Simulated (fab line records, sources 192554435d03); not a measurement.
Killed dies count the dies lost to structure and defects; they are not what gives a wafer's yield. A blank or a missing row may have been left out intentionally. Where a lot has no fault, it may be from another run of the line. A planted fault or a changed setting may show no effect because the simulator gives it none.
The same fault as seen by 2 desks    flow n5_finfet    what lay behind the numbers comes last; until then each desk has only its own
Where a reading is given only as a bound, like >300, the bound stands for it, and a mean or a difference that rests on one is marked > or <: the true number lies beyond.

== TOOL OWNER'S DESK, rie_diel-04 ==
The tool's own readings at N5_MIM_BOT_ETCH_ETCH_04 (etches SiNx in CF4/O2, target depth 26 nm, time 13 s): means of the sampled wafers that have a number, for each lot that ran on this tool. If a lot's mean is further than 4 standard deviations from the usual mean, the lot is out of limits and carries the mark OUT (the distance appears in the brackets). 7 of its 9 readings are shown, namely those furthest out on some lot.
Columns: A = bias_w at N5_MIM_BOT_ETCH_ETCH_04, usual 48.99 W; B = cf4_flow_sccm at N5_MIM_BOT_ETCH_ETCH_04, usual 100.0 sccm; C = drypump_motor_current_A at N5_MIM_BOT_ETCH_ETCH_04, usual 5.6 A; D = oes_f_703_au at N5_MIM_BOT_ETCH_ETCH_04, usual 0.81 a.u.; E = oes_product_au at N5_MIM_BOT_ETCH_ETCH_04, usual 0.81 a.u.; F = rf_fwd_power_W at N5_MIM_BOT_ETCH_ETCH_04, usual 531.8 W; G = showerhead_plenum_p_Torr at N5_MIM_BOT_ETCH_ETCH_04, usual 2.19 Torr
lot   first seen here  A      B      C    D     E     F      G
L959  day 12 17:32     48.94  99.7   5.0  0.83  0.83  531.8  2.19
L963  day 13 10:14     48.96  99.8   5.7  0.87  0.86  532.8  2.17
L976  day 17 02:22     49.02  100.3  5.2  0.80  0.78  532.4  2.15
L977  day 17 08:26     48.79  100.3  5.7  0.82  0.83  532.3  2.16
This desk's verdict: no lot among the 4 shows anything out of limits.

== THE DEFECT DESK ==
Lot by lot, what the route's inspections counted, given as the mean of those sampled wafers with a number. If a lot's mean is further than 4 standard deviations from the usual mean, the lot is out of limits and carries the mark OUT (the distance appears in the brackets).
Columns: A = raw_defect_count at N5_PASSIVATION_INSPECT_61, usual 1.9
lot   first seen here  A
L959  day 12 21:31     2.7
L963  day 13 11:31     2.0
L976  day 17 06:17     >300 (+99 or more) OUT
L977  day 17 09:58     >300 (+99 or more) OUT
Finding of this desk: L976, L977 out of limits; the first was L976 at day 17 06:17, on raw_defect_count at N5_PASSIVATION_INSPECT_61. L959, L963 stayed within limits.

== ALL TOGETHER ==
The defect desk could have raised an alarm at day 17 06:17, on L976, L977.
Nothing out of limits was seen by the tool owner's desk.
The tool owner's desk has L976, L977 on record, within its limits.
On rie_diel-04, each named lot ran N5_MIM_BOT_ETCH_ETCH_04.

== WHAT THE SIMULATOR HAD PUT IN ==
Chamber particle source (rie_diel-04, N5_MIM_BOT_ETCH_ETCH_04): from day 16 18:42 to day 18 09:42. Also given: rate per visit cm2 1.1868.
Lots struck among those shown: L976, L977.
Hours from the fault's start to each desk's first reading out of limits: the defect desk, 12.
